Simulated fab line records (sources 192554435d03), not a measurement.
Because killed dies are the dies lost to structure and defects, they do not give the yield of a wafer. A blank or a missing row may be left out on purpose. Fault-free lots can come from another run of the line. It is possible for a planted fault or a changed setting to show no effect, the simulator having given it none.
fab line records	flow n5-finfet
record lots=24	wafers=72	last-day=17
route steps=1938 shown BEOL_M1@810 BEOL_M2@858
lots that met no fault: taken from a fault-free run of the same line
start-h: the number of hours between the record's first day and the start of the first shown wafer of the lot	wait-h: how many hours have passed since the lot's step before this one	" the same as in the row above	L1.1+2: a single row standing in for several wafers	- no value present, or no start provided	* or withheld: withheld	< > ~ a bound
route shown NAME@n: names a module that has steps shown in the file, with the first one's number in the route	usual: mean/standard deviation of fault-free wafers	same: alike in all rows	chamber/n: place in a boat	sites: each site's reading	_std_site: their standard deviation	_edge_site: the outer-site mean with the inner-site mean subtracted	radius-mm: how far each site lies from the wafer's centre	mask NAME#n: copy n	behind: the last tool/chamber to shape the wafer	hold: reason for holding the lot/hours on hold/outcome of the hold	device: whichever transistor did not switch (one of n, p or np)	end of line: tests of these same wafers at the route's end	a step given without rows: its recipe and nothing more	killed: dies that structure and defects cost at the first sort, which is not the same as the wafer's yield	map: a wafer's dies, x killed, . not, _ none there
set.NAME: setting as actually run; set.NAME@STEP: the setting as run at that earlier step	model.NAME: the simulator's own value behind a step, which no gauge read
one table for each step of the route and one row for each wafer, over a sample of lots
services: from which hour (start-h, from the record's first day; less than 0 if before it) a tool's chamber was out of use, for how many hours, and why
## steps
# step N5_BEOL_M1_PRE_CLEAN_45
# recipe gas=H2/He	time-s=30	temp-c=250
# usual heater-power-w=331/24
lot.wafer	tool	chamber	start-h	wait-h	heater-power-w
L074.1	pvd-sputter-01	-	131.07	0.0	313
L074.2	"	-	"	"	317
L074.5	"	-	"	"	305
L075.1	pvd-sputter-03	-	140.99	0.0	384
L075.2	"	-	"	"	349
L075.3	"	-	"	"	306
L076.1	pvd-sputter-01	-	141.39	0.0	348
L076.2	"	-	"	"	319
L076.4	"	-	"	"	332
L077.2	pvd-sputter-03	-	145.59	0.0	361
L077.3	"	-	"	"	308
L077.5	"	-	"	"	372
L078.2	pvd-sputter-02	-	149.07	0.0	307
L078.3	"	-	"	"	356
L078.6	"	-	"	"	306
L079.1	pvd-sputter-01	-	152.21	0.0	316
L079.4	"	-	"	"	322
L079.6	"	-	"	"	332
L080.4	pvd-sputter-03	-	161.42	0.0	310
L080.5	"	-	"	"	356
L080.6	"	-	"	"	311
L081.3	pvd-sputter-01	-	173.33	0.0	355
L081.4	"	-	"	"	323
L081.5	"	-	"	"	307
L082.1	pvd-sputter-01	-	175.67	0.0	328
L082.2	"	-	"	"	360
L082.6	"	-	"	"	354
L083.2	pvd-sputter-01	-	179.79	0.0	323
L083.4	"	-	"	"	308
L083.6	"	-	"	"	321
L084.1	pvd-sputter-03	-	185.37	0.0	374
L084.2	"	-	"	"	370
L084.6	"	-	"	"	376
L085.1	pvd-sputter-02	-	198.45	0.0	311
L085.5	"	-	"	"	303
L085.6	"	-	"	"	356
L086.1	pvd-sputter-01	-	198.98	0.0	309
L086.2	"	-	"	"	330
L086.4	"	-	"	"	357
L087.1	pvd-sputter-02	-	207.19	0.0	349
L087.5	"	-	"	"	347
L087.6	"	-	"	"	306
L089.1	pvd-sputter-03	-	213.12	0.0	357
L089.3	"	-	"	"	376
L089.4	"	-	"	"	374
L088.1	pvd-sputter-03	-	220.68	0.0	310
L088.4	"	-	"	"	332
L088.5	"	-	"	"	346
L090.3	pvd-sputter-01	-	223.75	0.0	322
L090.5	"	-	"	"	327
L090.6	"	-	"	"	316
L091.1	pvd-sputter-01	-	228.92	0.0	325
L091.4	"	-	"	"	316
L091.5	"	-	"	"	332
L092.2	pvd-sputter-02	-	235.05	0.0	306
L092.4	"	-	"	"	352
L092.6	"	-	"	"	311
L093.1	pvd-sputter-02	-	242.09	0.0	350
L093.4	"	-	"	"	308
L093.6	"	-	"	"	302
L094.1	pvd-sputter-02	-	261.13	0.0	301
L094.2	"	-	"	"	306
L094.6	"	-	"	"	312
L095.3	pvd-sputter-02	-	267.45	0.0	306
L095.5	"	-	"	"	305
L095.6	"	-	"	"	301
L097.1	pvd-sputter-02	-	267.53	0.0	312
L097.2	"	-	"	"	346
L097.3	"	-	"	"	304
L096.1	pvd-sputter-02	-	271.91	0.0	309
L096.4	"	-	"	"	356
L096.6	"	-	"	"	349
# step N5_BEOL_M1_SPUTTER_81
# recipe material=Cu	target-thk-a=45	temp-c=-20	chamber-pressure-pa=0.07	power-w=withheld	time-s=8.29
# usual chuck-sensor-temp-C=-16.1/0.54	throttle-valve-pct=29.9/0.99
lot.wafer	tool	chamber	start-h	wait-h	chuck-sensor-temp-C	throttle-valve-pct
L074.1	pvd-sputter-01	-	132.14	0.1	-16.4	30.3
L074.2	"	-	"	"	-16.9	30.1
L074.5	"	-	"	"	-16.4	30.3
L075.1	pvd-sputter-03	-	142.15	0.1	-16.1	31.9
L075.2	"	-	"	"	-16.1	29.8
L075.3	"	-	"	"	-15.5	30.8
L076.1	pvd-sputter-03	-	143.99	0.1	-16.1	30.1
L076.2	"	-	"	"	-15.0	29.9
L076.4	"	-	"	"	-16.1	32.0
L077.2	pvd-sputter-01	-	146.77	0.1	-16.4	30.8
L077.3	"	-	"	"	-16.3	30.3
L077.5	"	-	"	"	-15.6	29.5
L078.2	pvd-sputter-03	-	150.95	0.1	-15.0	29.9
L078.3	"	-	"	"	-15.9	29.8
L078.6	"	-	"	"	-15.9	30.0
L079.1	pvd-sputter-01	-	153.55	0.1	-16.8	30.2
L079.4	"	-	"	"	-16.5	30.3
L079.6	"	-	"	"	-16.6	30.2
L080.4	pvd-sputter-02	-	163.33	0.1	-15.4	30.6
L080.5	"	-	"	"	-15.3	30.6
L080.6	"	-	"	"	-16.0	28.0
L081.3	pvd-sputter-02	-	174.70	0.1	-15.9	27.6
L081.4	"	-	"	"	-16.4	28.8
L081.5	"	-	"	"	-17.1	29.1
L082.1	pvd-sputter-01	-	176.83	0.1	-16.7	30.5
L082.2	"	-	"	"	-16.3	30.6
L082.6	"	-	"	"	-16.9	30.3
L083.2	pvd-sputter-01	-	181.25	0.1	-16.0	29.6
L083.4	"	-	"	"	-16.4	30.2
L083.6	"	-	"	"	-15.6	29.6
L084.1	pvd-sputter-02	-	186.40	0.1	-16.2	28.7
L084.2	"	-	"	"	-15.8	27.7
L084.6	"	-	"	"	-15.3	30.3
L085.1	pvd-sputter-02	-	199.53	0.1	-16.2	28.8
L085.5	"	-	"	"	-16.3	28.9
L085.6	"	-	"	"	-15.3	30.5
L086.1	pvd-sputter-01	-	202.00	0.1	-16.4	30.3
L086.2	"	-	"	"	-15.7	29.3
L086.4	"	-	"	"	-16.4	30.6
L087.1	pvd-sputter-01	-	208.28	0.1	-16.5	30.2
L087.5	"	-	"	"	-16.3	30.3
L087.6	"	-	"	"	-16.5	30.8
L089.1	pvd-sputter-03	-	214.26	0.1	-15.6	30.7
L089.3	"	-	"	"	-16.5	32.1
L089.4	"	-	"	"	-16.2	29.8
L088.1	pvd-sputter-03	-	221.85	0.1	-15.9	30.0
L088.4	"	-	"	"	-15.2	29.9
L088.5	"	-	"	"	-15.9	29.9
L090.3	pvd-sputter-02	-	224.78	0.1	-16.3	29.1
L090.5	"	-	"	"	-17.0	28.9
L090.6	"	-	"	"	-16.2	28.7
L091.1	pvd-sputter-03	-	230.22	0.1	-15.6	30.6
L091.4	"	-	"	"	-15.9	29.9
L091.5	"	-	"	"	-15.6	30.7
L092.2	pvd-sputter-01	-	236.09	0.1	-15.7	29.5
L092.4	"	-	"	"	-16.5	30.6
L092.6	"	-	"	"	-16.9	30.1
L093.1	pvd-sputter-02	-	243.49	0.1	-16.1	28.8
L093.4	"	-	"	"	-17.1	28.8
L093.6	"	-	"	"	-16.1	28.7
L094.1	pvd-sputter-01	-	262.41	0.1	-16.4	30.3
L094.2	"	-	"	"	-16.4	30.7
L094.6	"	-	"	"	-16.6	30.4
L097.1	pvd-sputter-01	-	269.95	0.1	-16.4	30.4
L097.2	"	-	"	"	-16.7	29.9
L097.3	"	-	"	"	-15.7	29.3
L095.3	pvd-sputter-02	-	269.95	0.1	-16.1	28.8
L095.5	"	-	"	"	-16.2	28.8
L095.6	"	-	"	"	-16.9	28.8
L096.1	pvd-sputter-02	-	272.99	0.1	-17.2	28.9
L096.4	"	-	"	"	-15.5	30.6
L096.6	"	-	"	"	-16.0	27.9
# step N5_BEOL_M1_SPUTTER_90
# recipe material=Cu	target-thk-a=45	temp-c=-20	chamber-pressure-pa=0.07	power-w=withheld	time-s=8.29
# usual chuck-sensor-temp-C=-16.2/0.55	throttle-valve-pct=29.9/0.98
lot.wafer	tool	chamber	start-h	wait-h	chuck-sensor-temp-C	throttle-valve-pct
L074.1	pvd-sputter-01	-	132.80	0.1	-16.3	30.2
L074.2	"	-	"	"	-16.9	30.1
L074.5	"	-	"	"	-16.5	30.4
L075.1	pvd-sputter-03	-	142.81	0.1	-16.2	31.9
L075.2	"	-	"	"	-15.9	30.0
L075.3	"	-	"	"	-15.6	30.5
L076.1	pvd-sputter-03	-	144.65	0.1	-16.0	29.9
L076.2	"	-	"	"	-15.1	30.0
L076.4	"	-	"	"	-16.4	32.1
L077.2	pvd-sputter-01	-	147.43	0.1	-16.4	30.7
L077.3	"	-	"	"	-16.6	30.5
L077.5	"	-	"	"	-15.7	29.4
L078.2	pvd-sputter-03	-	151.61	0.1	-15.1	30.2
L078.3	"	-	"	"	-16.2	30.0
L078.6	"	-	"	"	-16.1	30.0
L079.1	pvd-sputter-01	-	154.21	0.1	-16.9	30.3
L079.4	"	-	"	"	-16.4	30.5
L079.6	"	-	"	"	-16.7	30.2
L080.4	pvd-sputter-02	-	163.99	0.1	-15.4	30.4
L080.5	"	-	"	"	-15.4	30.5
L080.6	"	-	"	"	-15.9	27.8
L081.3	pvd-sputter-02	-	175.36	0.1	-15.9	27.9
L081.4	"	-	"	"	-16.2	28.9
L081.5	"	-	"	"	-17.1	29.2
L082.1	pvd-sputter-01	-	177.49	0.1	-16.6	29.9
L082.2	"	-	"	"	-16.5	30.6
L082.6	"	-	"	"	-16.8	30.2
L083.2	pvd-sputter-01	-	181.91	0.1	-15.8	29.3
L083.4	"	-	"	"	-16.3	30.2
L083.6	"	-	"	"	-15.7	29.5
L084.1	pvd-sputter-02	-	187.06	0.1	-16.3	28.8
L084.2	"	-	"	"	-15.9	27.7
L084.6	"	-	"	"	-15.5	30.3
L085.1	pvd-sputter-02	-	200.19	0.1	-16.2	29.0
L085.5	"	-	"	"	-16.0	28.8
L085.6	"	-	"	"	-15.5	30.7
L086.1	pvd-sputter-01	-	202.66	0.1	-16.6	30.6
L086.2	"	-	"	"	-15.7	29.5
L086.4	"	-	"	"	-16.3	30.9
L087.1	pvd-sputter-01	-	208.94	0.1	-16.5	30.3
L087.5	"	-	"	"	-16.5	30.5
L087.6	"	-	"	"	-16.5	30.7
L089.1	pvd-sputter-03	-	214.92	0.1	-15.6	31.0
L089.3	"	-	"	"	-16.2	32.1
L089.4	"	-	"	"	-15.9	30.0
L088.1	pvd-sputter-03	-	222.51	0.1	-16.1	29.9
L088.4	"	-	"	"	-15.0	29.9
L088.5	"	-	"	"	-16.0	29.8
L090.3	pvd-sputter-02	-	225.44	0.1	-16.3	28.5
L090.5	"	-	"	"	-17.1	29.0
L090.6	"	-	"	"	-16.1	28.8
L091.1	pvd-sputter-03	-	230.88	0.1	-15.5	30.6
L091.4	"	-	"	"	-16.0	30.1
L091.5	"	-	"	"	-15.6	30.7
L092.2	pvd-sputter-01	-	236.75	0.1	-15.8	29.7
L092.4	"	-	"	"	-16.6	30.7
L092.6	"	-	"	"	-16.7	30.3
L093.1	pvd-sputter-02	-	244.15	0.1	-16.3	28.6
L093.4	"	-	"	"	-17.1	29.0
L093.6	"	-	"	"	-16.2	28.9
L094.1	pvd-sputter-01	-	263.07	0.1	-16.4	30.3
L094.2	"	-	"	"	-16.7	30.8
L094.6	"	-	"	"	-16.4	30.3
L097.1	pvd-sputter-01	-	270.61	0.1	-16.5	30.2
L097.2	"	-	"	"	-16.9	30.2
L097.3	"	-	"	"	-15.7	29.6
L095.3	pvd-sputter-02	-	270.61	0.1	-16.4	28.8
L095.5	"	-	"	"	-16.1	29.3
L095.6	"	-	"	"	-17.0	29.1
L096.1	pvd-sputter-02	-	273.65	0.1	-17.1	29.1
L096.4	"	-	"	"	-15.5	30.6
L096.6	"	-	"	"	-16.0	27.6
# step N5_BEOL_M2_ETCH_74
# recipe chemistry=N2/H2	target=underlayer	target-depth-a=65	mask-material=CAR-EUV	time-s=5.2	ion-energy-ev=200	pressure-mtorr=30	source-w=840	bias-w=150	n2-flow-sccm=200	h2-flow-sccm=200	ends=cleared
# usual drypump-motor-current-A=6.0/0.45	etch-rf-on-time-s=5.20/0.13	oes-product-au=0.65/0.078	rf-fwd-power-W=819.3/2.5	rf-vpp-V=523.7/2.4	showerhead-plenum-p-Torr=2.54/0.072	throttle-valve-pct=17.84/0.3
lot.wafer	tool	chamber	start-h	wait-h	drypump-motor-current-A	etch-rf-on-time-s	oes-product-au	rf-fwd-power-W	rf-hours-counter-h	rf-vpp-V	showerhead-plenum-p-Torr	throttle-valve-pct
L074.1	rie-diel-05	3	135.49	0.0	6.2	5.35	0.60	815.9	216	526.9	2.61	17.59
L074.2	"	0	"	"	5.9	5.29	0.58	820.6	224	521.1	2.42	17.84
L074.5	"	2	"	"	5.9	5.26	0.59	820.5	-	520.1	2.41	18.12
L075.1	rie-diel-03	0	145.74	0.0	5.4	5.26	0.61	821.8	175	523.8	2.52	17.83
L075.2	"	2	"	"	5.9	5.26	0.61	820.0	208	525.6	2.62	18.41
L075.3	"	1	"	"	6.6	4.90	0.77	822.7	45	521.5	2.49	17.54
L076.1	rie-diel-03	0	148.96	0.0	5.4	5.13	0.62	819.6	177	523.6	2.52	17.82
L076.2	"	1	"	"	6.6	4.85	0.77	819.5	46	521.3	2.49	17.54
L076.4	"	3	"	"	5.5	5.01	0.79	819.7	28	523.9	2.50	17.80
L077.2	rie-diel-04	3	152.71	0.0	6.1	5.23	0.69	817.2	108	519.1	2.46	17.63
L077.3	"	2	"	"	6.4	5.25	0.61	820.2	202	523.0	2.53	18.16
L077.5	"	2	"	"	6.4	5.30	0.60	823.5	-	522.9	2.53	18.16
L078.2	rie-diel-03	2	154.92	0.0	6.0	5.30	0.62	818.0	213	526.6	2.62	18.43
L078.3	"	1	"	"	6.6	4.96	0.75	819.9	49	521.3	2.49	17.55
L078.6	"	0	"	"	5.4	5.25	0.63	818.3	-	523.3	2.51	17.84
L079.1	rie-diel-04	3	156.75	0.0	6.1	5.23	0.70	815.2	109	521.3	2.46	17.64
L079.4	"	3	"	"	6.1	5.21	0.69	818.3	-	522.3	2.46	17.67
L079.6	"	1	"	"	6.1	5.07	0.60	818.9	-	527.9	2.62	17.65
L080.4	rie-diel-04	2	167.81	0.0	6.4	5.19	0.60	821.5	-	522.2	2.52	18.17
L080.5	"	1	"	"	6.1	5.09	0.60	816.0	-	528.7	2.62	17.69
L080.6	"	3	"	"	6.1	5.17	0.69	820.2	-	522.1	2.45	17.66
L081.3	rie-diel-04	1	178.30	0.0	6.1	5.06	0.59	817.6	230	526.2	2.62	17.66
L081.4	"	1	"	"	6.1	5.04	0.59	825.5	-	525.7	2.62	17.68
L081.5	"	3	"	"	6.1	5.23	0.68	819.3	-	520.2	2.45	17.65
L082.1	rie-diel-04	3	180.48	0.0	6.1	5.22	0.67	820.3	120	522.1	2.45	17.66
L082.2	"	0	"	"	6.6	5.31	0.59	819.7	204	526.2	2.62	17.63
L082.6	"	1	"	"	6.1	5.11	0.60	818.7	-	525.9	2.62	17.65
L083.2	rie-diel-03	0	185.58	0.0	5.4	5.25	0.61	816.9	192	523.7	2.51	17.87
L083.4	"	2	"	"	6.0	5.25	0.60	820.5	226	526.9	2.62	18.46
L083.6	"	1	"	"	6.6	4.97	0.74	817.3	-	523.2	2.48	17.57
L084.1	rie-diel-05	3	189.96	0.0	6.1	5.38	0.58	819.9	230	524.1	2.60	17.60
L084.2	"	2	"	"	5.9	5.26	0.59	818.1	243	521.4	2.41	18.13
L084.6	"	1	"	"	5.0	5.29	0.61	824.5	-	524.6	2.53	17.72
L085.1	rie-diel-04	1	206.38	0.0	6.1	5.15	0.59	820.4	242	526.0	2.61	17.69
L085.5	"	0	"	"	6.6	5.37	0.59	821.7	-	525.3	2.62	17.65
L085.6	"	1	"	"	6.1	5.10	0.59	822.2	-	525.6	2.61	17.70
L086.1	rie-diel-03	3	206.55	0.0	5.5	5.14	0.74	819.4	52	521.8	2.49	17.84
L086.2	"	0	"	"	5.4	5.32	0.60	820.4	201	522.0	2.51	17.86
L086.4	"	1	"	"	6.6	5.00	0.72	820.8	70	520.7	2.48	17.57
L087.1	rie-diel-03	1	212.55	0.0	6.6	4.99	0.73	818.5	73	522.2	2.48	17.58
L087.5	"	0	"	"	5.4	5.30	0.60	816.8	-	523.5	2.50	17.87
L087.6	"	3	"	"	5.5	5.11	0.75	819.5	-	521.3	2.49	17.83
L089.1	rie-diel-03	0	218.13	0.0	5.4	5.25	0.59	817.9	205	525.5	2.50	17.88
L089.3	"	3	"	"	5.5	5.07	0.73	813.7	56	524.6	2.49	17.85
L089.4	"	2	"	"	6.0	5.27	0.60	818.3	238	524.8	2.61	18.47
L088.1	rie-diel-03	0	228.98	0.0	5.3	5.29	0.60	820.8	209	524.2	2.50	17.89
L088.4	"	3	"	"	5.5	5.08	0.74	816.8	61	521.2	2.49	17.83
L088.5	"	2	"	"	6.0	5.33	0.60	822.3	-	524.7	2.61	18.49
L090.3	rie-diel-03	1	229.32	0.0	6.6	5.10	0.71	819.8	78	520.7	2.48	17.60
L090.5	"	1	"	"	6.6	5.02	0.70	819.0	-	522.2	2.48	17.59
L090.6	"	0	"	"	5.4	5.36	0.60	819.9	-	523.9	2.50	17.87
L091.1	rie-diel-03	3	235.46	0.0	5.5	5.14	0.73	823.1	63	523.5	2.49	17.84
L091.4	"	1	"	"	6.6	5.03	0.73	822.2	80	522.7	2.48	17.59
L091.5	"	2	"	"	6.0	5.30	0.59	815.8	-	525.4	2.61	18.49
L092.2	rie-diel-04	3	239.66	0.0	6.1	5.22	0.65	822.0	143	519.2	2.44	17.71
L092.4	"	3	"	"	6.1	5.24	0.65	818.7	-	519.7	2.44	17.70
L092.6	"	2	"	"	6.4	5.18	0.59	817.3	-	524.6	2.51	18.23
L093.1	rie-diel-03	0	247.66	0.0	5.3	5.31	0.59	818.8	215	524.4	2.50	17.89
L093.4	"	3	"	"	5.5	5.12	0.72	817.2	-	522.1	2.49	17.88
L093.6	"	2	"	"	6.0	5.32	0.59	815.5	-	524.8	2.61	18.51
L094.1	rie-diel-04	0	266.38	0.0	6.6	5.45	0.57	816.7	237	524.9	2.61	17.69
L094.2	"	1	"	"	6.1	5.08	0.85	816.4	0	525.6	2.61	17.32
L094.6	"	2	"	"	6.3	5.25	0.58	812.0	-	521.6	2.51	18.23
L097.1	rie-diel-05	0	275.50	0.0	5.9	5.08	0.83	819.6	4	530.1	2.73	17.43
L097.2	"	2	"	"	6.0	5.06	0.80	814.5	21	526.5	2.72	17.82
L097.3	"	1	"	"	5.0	5.37	0.58	818.0	230	522.4	2.51	17.80
L095.3	rie-diel-04	0	275.55	0.0	6.6	5.42	0.57	818.3	240	526.9	2.61	17.68
L095.5	"	3	"	"	6.1	5.28	0.65	816.8	-	521.8	2.44	17.71
L095.6	"	1	"	"	6.1	5.16	0.82	818.2	-	527.4	2.61	17.31
L096.1	rie-diel-04	1	276.33	0.0	6.1	5.12	0.80	816.8	4	527.2	2.61	17.32
L096.4	"	1	"	"	6.1	5.11	0.82	819.1	-	525.0	2.61	17.34
L096.6	"	0	"	"	6.6	5.41	0.57	819.3	-	526.8	2.61	17.70
# step N5_BEOL_M2_HM_OPEN_17
# recipe chemistry=Cl2/BCl3	target-depth-a=200	overetch-a=60	target=TiN	mask-material=SOC	ion-energy-ev=150	pressure-mtorr=10	icp-w=1000	bias-w=126	Cl2_flow_sccm=53.25	bcl3-flow-sccm=21.75	Ar_flow_sccm=25
# usual bcl3-flow-sccm=21.77/0.057	drypump-motor-current-A=5.4/0.46	oes_ar_750_au=0.74/0.072	oes-product-au=0.64/0.057	rf-fwd-power-W=992/3.7	throttle-valve-pct=22.1/0.32
lot.wafer	tool	chamber	start-h	wait-h	bcl3-flow-sccm	drypump-motor-current-A	oes_ar_750_au	oes-product-au	rf-fwd-power-W	rf-hours-counter-h	throttle-valve-pct
L074.1	rie-metal-01	0	135.71	0.0	21.76	4.9	0.72	0.63	996	63	22.0
L074.2	"	1	"	"	21.83	5.0	0.88	0.75	997	9	21.7
L074.5	"	0	"	"	21.84	4.9	0.71	0.62	998	-	22.0
L075.1	rie-metal-01	0	145.96	0.0	21.80	4.9	0.71	0.63	996	64	22.0
L075.2	"	1	"	"	21.83	5.0	0.87	0.75	989	11	21.7
L075.3	"	0	"	"	21.84	4.9	0.71	0.63	995	-	22.0
L076.1	rie-metal-03	1	149.18	0.0	21.70	5.9	0.66	0.56	987	100	22.7
L076.2	"	0	"	"	21.83	4.8	0.69	0.60	991	67	22.1
L076.4	"	0	"	"	21.76	4.8	0.69	0.59	992	-	22.1
L077.2	rie-metal-03	0	152.93	0.0	21.77	4.8	0.69	0.60	997	68	22.1
L077.3	"	0	"	"	21.79	4.8	0.68	0.60	992	-	22.1
L077.5	"	1	"	"	21.82	5.8	0.66	0.56	987	-	22.7
L078.2	rie-metal-03	0	155.15	0.0	21.74	4.8	0.68	0.59	991	68	22.2
L078.3	"	1	"	"	21.77	5.9	0.65	0.55	988	-	22.7
L078.6	"	1	"	"	21.77	5.9	0.65	0.56	989	-	22.7
L079.1	rie-metal-02	1	156.97	0.0	21.85	5.9	0.82	0.68	993	35	21.8
L079.4	"	0	"	"	21.85	5.5	0.77	0.67	986	-	22.1
L079.6	"	0	"	"	21.75	5.5	0.78	0.67	989	-	22.1
L080.4	rie-metal-02	0	168.05	0.1	21.73	5.5	0.77	0.67	994	-	22.2
L080.5	"	1	"	"	21.66	6.0	0.82	0.67	992	-	21.8
L080.6	"	0	"	"	21.76	5.5	0.76	0.67	990	-	22.2
L081.3	rie-metal-03	1	178.55	0.1	21.78	5.8	0.65	0.56	991	-	22.7
L081.4	"	0	"	"	21.77	4.8	0.68	0.59	990	-	22.1
L081.5	"	1	"	"	21.78	5.9	0.65	0.56	991	-	22.7
L082.1	rie-metal-01	0	180.69	0.0	21.76	4.9	0.70	0.62	998	68	22.0
L082.2	"	1	"	"	21.68	5.0	0.85	0.75	992	14	21.7
L082.6	"	0	"	"	21.79	4.9	0.70	0.63	997	-	22.0
L083.2	rie-metal-02	0	185.80	0.0	21.74	5.5	0.77	0.67	993	34	22.2
L083.4	"	1	"	"	21.88	5.9	0.82	0.67	993	-	21.8
L083.6	"	1	"	"	21.88	6.0	0.82	0.68	991	-	21.8
L084.1	rie-metal-02	1	190.18	0.0	21.78	6.0	0.82	0.68	989	39	21.8
L084.2	"	0	"	"	21.84	5.5	0.76	0.67	993	34	22.1
L084.6	"	0	"	"	21.69	5.5	0.77	0.67	991	-	22.2
L085.1	rie-metal-02	0	206.60	0.0	21.82	5.5	0.76	0.66	993	36	22.2
L085.5	"	0	"	"	21.76	5.5	0.77	0.66	994	-	22.2
L085.6	"	1	"	"	21.79	5.9	0.81	0.69	992	-	21.8
L086.1	rie-metal-01	0	206.77	0.0	21.81	4.9	0.69	0.61	998	70	22.0
L086.2	"	1	"	"	21.73	5.0	0.84	0.73	993	16	21.7
L086.4	"	1	"	"	21.78	5.0	0.85	0.72	996	-	21.7
L087.1	rie-metal-02	1	212.77	0.0	21.81	5.9	0.81	0.66	995	41	21.8
L087.5	"	1	"	"	21.74	5.9	0.81	0.67	992	-	21.8
L087.6	"	0	"	"	21.71	5.5	0.75	0.66	992	-	22.2
L089.1	rie-metal-03	1	218.35	0.0	21.86	5.9	0.65	0.55	990	106	22.7
L089.3	"	1	"	"	21.72	5.9	0.64	0.55	988	-	22.7
L089.4	"	0	"	"	21.80	4.8	0.68	0.59	996	-	22.2
L088.1	rie-metal-02	0	229.20	0.0	21.83	5.5	0.75	0.66	990	39	22.2
L088.4	"	0	"	"	21.79	5.5	0.75	0.65	993	-	22.2
L088.5	"	1	"	"	21.76	5.9	0.80	0.66	987	-	21.8
L090.3	rie-metal-02	1	229.57	0.1	21.91	5.9	0.80	0.66	989	-	21.8
L090.5	"	0	"	"	21.74	5.5	0.75	0.65	993	-	22.2
L090.6	"	1	"	"	21.79	5.9	0.81	0.67	990	-	21.8
L091.1	rie-metal-01	0	235.68	0.0	21.82	4.9	0.70	0.60	995	73	22.0
L091.4	"	0	"	"	21.85	4.9	0.70	0.61	998	-	22.0
L091.5	"	1	"	"	21.68	5.0	0.84	0.71	995	-	21.7
L092.2	rie-metal-03	1	239.88	0.0	21.80	5.8	0.64	0.55	988	108	22.7
L092.4	"	0	"	"	21.73	4.8	0.67	0.58	1001	-	22.2
L092.6	"	1	"	"	21.79	5.8	0.64	0.54	987	-	22.7
L093.1	rie-metal-03	0	247.88	0.0	21.86	4.8	0.67	0.58	988	75	22.2
L093.4	"	0	"	"	21.77	4.8	0.67	0.58	996	-	22.2
L093.6	"	1	"	"	21.75	5.9	0.64	0.55	991	-	22.7
L094.1	rie-metal-03	0	266.61	0.0	21.68	4.8	0.67	0.58	990	77	22.2
L094.2	"	1	"	"	21.69	5.8	0.64	0.55	986	111	22.7
L094.6	"	0	"	"	21.74	4.8	0.67	0.59	988	-	22.2
L097.1	rie-metal-02	1	275.72	0.0	21.68	5.9	0.79	0.66	988	46	21.8
L097.2	"	0	"	"	21.72	5.5	0.74	0.65	988	43	22.2
L097.3	"	1	"	"	21.76	6.0	0.79	0.66	990	-	21.8
L095.3	rie-metal-01	1	275.79	0.1	21.68	5.0	0.83	0.70	989	-	21.7
L095.5	"	1	"	"	21.72	5.0	0.82	0.70	988	-	21.7
L095.6	"	0	"	"	21.74	4.9	0.68	0.61	999	-	22.0
L096.1	rie-metal-01	0	276.55	0.0	21.68	4.9	0.69	0.61	993	75	22.0
L096.4	"	1	"	"	21.83	5.0	0.82	0.71	987	-	21.7
L096.6	"	1	"	"	21.80	5.0	0.83	0.70	991	-	21.7
# step N5_BEOL_M2_INSPECT_30
# recipe mode=adi	inspect-instrument=brightfield
# usual raw-defect-count=402/98
lot.wafer	tool	chamber	start-h	wait-h	raw-defect-count
L074.1	defect-inspect-02	-	136.30	0.1	243
L074.2	"	-	"	"	305
L074.5	"	-	"	"	302
L075.1	defect-inspect-01	-	146.56	0.1	550
L075.2	"	-	"	"	367
L075.3	"	-	"	"	556
L076.1	defect-inspect-01	-	149.77	0.1	279
L076.2	"	-	"	"	433
L076.4	"	-	"	"	347
L077.2	defect-inspect-02	-	153.52	0.0	347
L077.3	"	-	"	"	292
L077.5	"	-	"	"	352
L078.2	defect-inspect-01	-	155.77	0.1	544
L078.3	"	-	"	"	352
L078.6	"	-	"	"	371
L079.1	defect-inspect-02	-	157.64	0.1	441
L079.4	"	-	"	"	351
L079.6	"	-	"	"	391
L080.4	defect-inspect-01	-	168.62	0.0	278
L080.5	"	-	"	"	449
L080.6	"	-	"	"	339
L081.3	defect-inspect-02	-	179.38	0.0	489
L081.4	"	-	"	"	483
L081.5	"	-	"	"	427
L082.1	defect-inspect-02	-	181.43	0.1	286
L082.2	"	-	"	"	337
L082.6	"	-	"	"	360
L083.2	defect-inspect-02	-	186.44	0.0	284
L083.4	"	-	"	"	405
L083.6	"	-	"	"	395
L084.1	defect-inspect-01	-	190.76	0.1	504
L084.2	"	-	"	"	466
L084.6	"	-	"	"	484
L085.1	defect-inspect-02	-	207.18	0.1	366
L085.5	"	-	"	"	420
L085.6	"	-	"	"	437
L086.1	defect-inspect-02	-	207.38	0.1	313
L086.2	"	-	"	"	412
L086.4	"	-	"	"	517
L087.1	defect-inspect-01	-	213.90	0.1	448
L087.5	"	-	"	"	395
L087.6	"	-	"	"	390
L089.1	defect-inspect-01	-	218.95	0.1	271
L089.3	"	-	"	"	442
L089.4	"	-	"	"	539
L088.1	defect-inspect-02	-	230.25	0.1	628
L088.4	"	-	"	"	524
L088.5	"	-	"	"	628
L090.3	defect-inspect-01	-	230.31	0.0	435
L090.5	"	-	"	"	394
L090.6	"	-	"	"	527
L091.1	defect-inspect-01	-	236.27	0.1	583
L091.4	"	-	"	"	631
L091.5	"	-	"	"	539
L092.2	defect-inspect-02	-	240.47	0.0	460
L092.4	"	-	"	"	323
L092.6	"	-	"	"	430
L093.1	defect-inspect-02	-	248.60	0.1	404
L093.4	"	-	"	"	293
L093.6	"	-	"	"	313
L094.1	defect-inspect-02	-	267.20	0.1	423
L094.2	"	-	"	"	390
L094.6	"	-	"	"	422
L097.1	defect-inspect-02	-	276.44	0.1	257
L097.2	"	-	"	"	352
L097.3	"	-	"	"	292
L095.3	defect-inspect-02	-	276.63	0.0	386
L095.5	"	-	"	"	443
L095.6	"	-	"	"	507
L096.1	defect-inspect-02	-	278.47	0.1	365
L096.4	"	-	"	"	369
L096.6	"	-	"	"	353
## services
tool	chamber	start-h	hours	kind
rie-diel-04	1	111.29	4.4	repair
pvd-sputter-02	-	126.57	5.3	repair
rie-metal-02	-	129.41	25.4	repair
rie-diel-04	0	137.60	42.6	repair
rie-metal-03	0	169.80	2.5	repair
rie-diel-05	-	172.74	15.6	pm
rie-diel-04	-	223.43	2.3	repair
rie-diel-04	1	231.41	-	clean
rie-diel-04	1	231.41	-	consumable-replace:focus-ring
rie-diel-04	1	231.41	34.0	scheduled-down
rie-diel-04	1	231.41	34.0	vent-cycle
pvd-sputter-03	-	235.09	39.9	repair
rie-diel-03	1	242.80	8.4	repair
rie-metal-01	-	243.20	14.6	pm
rie-metal-02	1	247.55	14.2	repair
rie-diel-03	2	252.65	-	clean
rie-diel-03	2	252.65	-	consumable-replace:focus-ring
rie-diel-03	2	252.65	16.5	scheduled-down
rie-diel-03	2	252.65	16.5	vent-cycle
rie-diel-04	3	254.77	12.9	repair
rie-diel-04	2	268.27	-	clean
rie-diel-04	2	268.27	-	consumable-replace:focus-ring
rie-diel-04	2	268.27	18.8	scheduled-down
rie-diel-04	2	268.27	18.8	vent-cycle
## key
fault none
